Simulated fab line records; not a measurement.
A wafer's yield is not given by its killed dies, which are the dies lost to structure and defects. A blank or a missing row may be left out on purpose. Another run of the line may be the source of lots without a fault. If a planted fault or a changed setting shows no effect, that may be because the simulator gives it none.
Which tool is to blame?	flow n5 finfet	54 wafers from 18 lots sampled at 3 of the route's 1938 steps

WHAT EACH GAUGE READ, for each wafer
N5_BEOL_M0_SAQP_CD_MEAS_40: the cd target is 30 nm. Usual: cd nm reads 30.01 nm (standard deviation 0.23).
lot	measured	on	cd nm (nm)	flag
L074	day 5 20:45	cd sem-02	30.15 29.93 30.18	
L075	day 5 21:12	cd sem-01	29.88 29.83 29.77	
L076	day 6 03:14	cd sem-03	29.95 29.74 29.89	
L077	day 6 15:59	cd sem-02	30.68 30.20 30.26	
L078	day 6 17:32	cd sem-02	30.14 30.19 29.94	
L080	day 7 18:35	cd sem-01	29.99 30.48 29.94	
L081	day 7 18:59	cd sem-02	29.97 30.51 29.92	
L083	day 7 23:32	cd sem-02	29.97 30.12 30.25	
L082	day 7 23:34	cd sem-03	29.91 30.03 30.24	
L085	day 8 13:52	cd sem-02	30.13 30.28 29.91	
L087	day 9 00:26	cd sem-02	30.09 29.99 30.08	
L088	day 9 10:05	cd sem-02	30.39 30.34 30.14	
L091	day 9 19:59	cd sem-03	30.38 30.38 29.82	
L092	day 10 04:32	cd sem-01	30.11 29.65 29.70	
L093	day 10 08:09	cd sem-02	30.02 29.73 29.85	
L095	day 11 04:41	cd sem-01	29.48 29.76 29.75	
L096	day 11 06:16	cd sem-03	30.00 29.88 30.37	
L097	day 11 15:26	cd sem-02	30.12 29.82 30.47	

TOOL THAT RAN EACH LOT (tool first, then ch and the chambers of the sampled wafers, then the start)
lot	N5_BEOL_M0_SAQP_SPACER2_ETCHBACK_27	N5_BEOL_M0_SAQP_MANDREL2_REMOVE_110
L074	rie diel-06 ch 0,1,2, day 5 20:16	rie si-06 ch 1,2, day 5 20:20
L075	rie diel-05 ch 1,2,3, day 5 20:41	rie si-04 ch 0,1,3, day 5 20:47
L076	rie diel-05 ch 0,1,2, day 6 02:41	rie si-02 ch 0,3, day 6 02:46
L077	rie diel-05 ch 0,1,3, day 6 15:28	rie si-02 ch 0,1,3, day 6 15:34
L078	rie diel-06 ch 0,1, day 6 17:02	rie si-06 ch 1,2, day 6 17:07
L080	rie diel-05 ch 1,2,3, day 7 18:05	rie si-04 ch 0,2,3, day 7 18:10
L081	rie diel-06 ch 0,3, day 7 18:29	rie si-02 ch 0,2,3, day 7 18:34
L083	rie diel-06 ch 0,2,3, day 7 23:01	rie si-02 ch 0,1,2, day 7 23:07
L082	rie diel-01 ch 1,2, day 7 23:01	rie si-04 ch 0,2,3, day 7 23:07
L085	rie diel-01 ch 1,3, day 8 13:20	rie si-02 ch 2,3, day 8 13:26
L087	rie diel-06 ch 0,2,3, day 8 23:49	rie si-02 ch 0,2,3, day 8 23:54
L088	rie diel-06 ch 2,3, day 9 09:35	rie si-04 ch 1,2,3, day 9 09:40
L091	rie diel-05 ch 0,2,3, day 9 19:28	rie si-02 ch 0,2,3, day 9 19:34
L092	rie diel-01 ch 1,3, day 10 04:02	rie si-02 ch 1,2, day 10 04:07
L093	rie diel-05 ch 0,2,3, day 10 07:31	rie si-06 ch 0,1,3, day 10 07:36
L095	rie diel-05 ch 0,1,3, day 11 04:11	rie si-06 ch 0,2, day 11 04:17
L096	rie diel-06 ch 0,2,3, day 11 05:45	rie si-04 ch 1,2,3, day 11 05:50
L097	rie diel-01 ch 0,1,2, day 11 14:56	rie si-04 ch 0,1,3, day 11 15:01
- N5_BEOL_M0_SAQP_SPACER2_ETCHBACK_27: etches SiO2 in CHF3/O2, target depth 22.5 nm, time 11.25 s.
- N5_BEOL_M0_SAQP_MANDREL2_REMOVE_110: chemistry HBr/Cl2/O2, target a-Si, stops on SiCN, bt time 10 s.

AS READ BY THE TOOLS THEMSELVES (means over the sampled wafers that have a number; for cases with no such wafer, the mark the record gives instead)
N5_BEOL_M0_SAQP_SPACER2_ETCHBACK_27. Usual: for drypump motor current A, 5.9 A with a standard deviation of 0.35; for mfc ar sccm, 200.0 sccm with a standard deviation of 0.55; for oes_o_777_au, 0.78 a.u. with a standard deviation of 0.086; for oes product au, 0.78 a.u. with a standard deviation of 0.088; for rf vpp V, 523 V with a standard deviation of 6.7; for showerhead plenum p Torr, 2.39 Torr with a standard deviation of 0.088; for throttle valve pct, 18.97 % with a standard deviation of 0.25.
lot	tool	drypump motor current A (A)	mfc ar sccm (sccm)	oes_o_777_au (a.u.)	oes product au (a.u.)	rf vpp V (V)	showerhead plenum p Torr (Torr)	throttle valve pct (%)	flag
L074	rie diel-06	6.0	199.8	0.83	0.83	521	2.43	18.82	
L075	rie diel-05	5.9	199.7	0.72	0.73	520	2.37	19.17	
L076	rie diel-05	6.1	199.8	0.76	0.77	525	2.38	19.03	
L077	rie diel-05	5.7	200.2	0.79	0.78	526	2.39	18.97	
L078	rie diel-06	6.2	200.4	0.90	0.89	518	2.48	18.67	
L080	rie diel-05	5.9	199.3	0.71	0.71	520	2.36	19.19	
L081	rie diel-06	5.9	200.2	0.90	0.91	525	2.36	18.70	
L083	rie diel-06	5.9	200.0	0.81	0.82	526	2.36	18.84	
L082	rie diel-01	5.9	200.5	0.77	0.78	526	2.44	19.15	
L085	rie diel-01	5.5	200.2	0.73	0.73	521	2.36	19.00	
L087	rie diel-06	5.9	200.0	0.79	0.80	524	2.36	18.85	
L088	rie diel-06	5.9	199.9	0.76	0.77	532	2.38	19.09	
L091	rie diel-05	5.8	199.7	0.73	0.74	523	2.31	19.07	
L092	rie diel-01	5.5	200.0	0.73	0.72	521	2.35	19.01	
L093	rie diel-05	5.9	199.9	0.74	0.73	523	2.31	19.07	
L095	rie diel-05	5.8	200.8	0.75	0.75	525	2.38	19.01	
L096	rie diel-06	5.9	199.6	0.78	0.78	525	2.35	18.88	
L097	rie diel-01	5.7	200.0	0.74	0.74	525	2.43	19.08	

N5_BEOL_M0_SAQP_MANDREL2_REMOVE_110. Usual: HBr_flow_sccm 150.0 sccm, standard deviation 0.42; drypump motor current A 5.7 A, standard deviation 0.6; he backside leak sccm 2.7 sccm, standard deviation 0.47; oes_o_777_au 0.989 a.u., standard deviation 0.023; oes product au 0.989 a.u., standard deviation 0.0095; throttle valve pct 36.60 %, standard deviation 0.24.
lot	tool	HBr_flow_sccm (sccm)	drypump motor current A (A)	he backside leak sccm (sccm)	oes_o_777_au (a.u.)	oes product au (a.u.)	throttle valve pct (%)	flag
L074	rie si-06	150.1	5.6	2.5	1.001	0.997	36.51	
L075	rie si-04	150.2	5.3	2.4	1.000	0.991	36.60	
L076	rie si-02	149.4	6.3	2.7	0.966	0.994	36.65	
L077	rie si-02	149.9	6.2	3.2	0.962	0.990	36.56	
L078	rie si-06	150.1	5.9	2.6	1.006	1.006	36.49	
L080	rie si-04	149.9	5.6	2.5	1.015	0.988	36.54	
L081	rie si-02	150.0	5.9	2.6	0.974	0.992	36.62	
L083	rie si-02	150.3	5.7	3.1	0.964	0.989	36.74	
L082	rie si-04	150.2	5.6	2.5	1.019	0.987	36.52	
L085	rie si-02	149.9	5.5	2.7	0.975	0.991	36.56	
L087	rie si-02	149.4	5.9	2.6	0.970	0.993	36.61	
L088	rie si-04	149.5	5.3	2.4	1.011	0.992	36.76	
L091	rie si-02	149.9	5.9	2.7	0.973	0.989	36.61	
L092	rie si-02	149.4	5.3	3.5	0.965	0.986	36.68	
L093	rie si-06	150.3	5.8	2.8	1.001	0.994	36.59	
L095	rie si-06	150.1	6.1	3.0	1.010	0.991	36.44	
L096	rie si-04	150.1	5.3	2.3	1.003	0.995	36.76	
L097	rie si-04	150.0	5.2	2.5	1.005	0.988	36.60	

THE ANSWER, worked out from the rows above alone
Rule: a lot is off if the mean of its wafers that have a number lies more than 3 standard deviations from the usual mean. Also off: a lot with no number at a reading for which 4 or more lots have one. All remaining lots with rows at the step are treated as sound. First the gauges in route order, then the tools' own readings, where a lot's mean is used as printed above. At the first step where some lot is off, the reading lying furthest off is the one used; lots without a number count as furthest.
No lot is off at any reading shown: from this, nothing can be told.

WHAT THE SIMULATOR HAD PUT IN
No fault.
